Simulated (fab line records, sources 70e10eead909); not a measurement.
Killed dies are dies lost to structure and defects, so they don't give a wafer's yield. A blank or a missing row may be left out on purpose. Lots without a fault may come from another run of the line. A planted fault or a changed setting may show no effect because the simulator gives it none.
Chamber matching | flow nand_harc | NHARC_P_M0_ETCH_15 on rie_diel-02: 4 sister chambers
The step etches the open film in C4F8/Ar, target depth 150 nm, overetch 15 nm, time 82.5 s. 4 wafers are shown with their chamber, then 7 later ones without.

WAFERS WITH THEIR CHAMBER
wafer  | chamber | rf_vpp_V (V)
L900.1 | 3       | 441.4
L900.3 | 1       | 438.1
L902.3 | 0       | 436.2
L902.4 | 2       | 438.5

WAFERS WITHOUT THEIR CHAMBER
wafer  | rf_vpp_V (V)
L902.6 | 440.5
L905.3 | 436.9
L905.5 | 439.2
L905.6 | 437.6
L907.4 | 439.6
L907.5 | 439.3
L907.6 | 437.7

WHICH CHAMBER EACH WENT THROUGH
wafer  | from the rows above          | in truth
L902.6 | can't be placed: 3 or 2 or 1 | 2
L905.3 | can't be placed: 0 or 1 or 2 | 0
L905.5 | can't be placed: 2 or 1 or 3 | 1
L905.6 | can't be placed: 1 or 2 or 0 | 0
L907.4 | can't be placed: 2 or 1 or 3 | 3
L907.5 | can't be placed: 2 or 1 or 3 | 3
L907.6 | can't be placed: 1 or 2 or 0 | 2
Placed correctly: 0 of 7. Can't be placed from these rows: 7 (the true chamber is among the candidates in 7). Placed wrongly: 0.
How it was worked out, from the rows above alone: a wafer's distance from a chamber is the root of the sum, over the readings, of the square of ((its reading less the chamber's mean) divided by the reading's scatter). The wafer belongs to the nearest chamber; if the next one is less than 2 further off, it can't be placed. A chamber's mean is the mean of its shown wafers. The scatter: with one shown wafer a chamber, the root of the mean of the squares of how far each hidden wafer lies from its nearest shown one.
